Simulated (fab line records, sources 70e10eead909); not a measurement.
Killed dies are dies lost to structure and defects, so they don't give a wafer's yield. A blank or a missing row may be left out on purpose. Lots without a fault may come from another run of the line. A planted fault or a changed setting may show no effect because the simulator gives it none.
Chamber matching | flow nand_harc | NHARC_THIN_TSV_CMP_01 on cmp-01: 4 sister chambers
The step polishes. 4 wafers are shown with their chamber, then 9 later ones without.

WAFERS WITH THEIR CHAMBER
wafer  | chamber | motor_current_A (A)
L083.1 | 1       | 12.1
L083.2 | 0       | 12.0
L085.5 | 2       | 11.1
L085.6 | 3       | 11.5

WAFERS WITHOUT THEIR CHAMBER
wafer  | motor_current_A (A)
L086.2 | 12.1
L086.5 | 13.1
L086.6 | 12.2
L093.2 | 12.5
L093.5 | 10.7
L093.6 | 11.8
L097.1 | 11.0
L097.2 | 12.2
L097.3 | 12.8

WHICH CHAMBER EACH WENT THROUGH
wafer  | from the rows above               | in truth
L086.2 | can't be placed: 1 or 0 or 3      | 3
L086.5 | can't be placed: 1 or 0 or 3      | 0
L086.6 | can't be placed: 1 or 0 or 3      | 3
L093.2 | can't be placed: 1 or 0 or 3      | 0
L093.5 | can't be placed: 2 or 3 or 0      | 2
L093.6 | can't be placed: 0 or 1 or 3 or 2 | 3
L097.1 | can't be placed: 2 or 3 or 0      | 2
L097.2 | can't be placed: 1 or 0 or 3      | 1
L097.3 | can't be placed: 1 or 0 or 3      | 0
Placed correctly: 0 of 9. Can't be placed from these rows: 9 (the true chamber is among the candidates in 9). Placed wrongly: 0.
How it was worked out, from the rows above alone: a wafer's distance from a chamber is the root of the sum, over the readings, of the square of ((its reading less the chamber's mean) divided by the reading's scatter). The wafer belongs to the nearest chamber; if the next one is less than 2 further off, it can't be placed. A chamber's mean is the mean of its shown wafers. The scatter: with one shown wafer a chamber, the root of the mean of the squares of how far each hidden wafer lies from its nearest shown one.
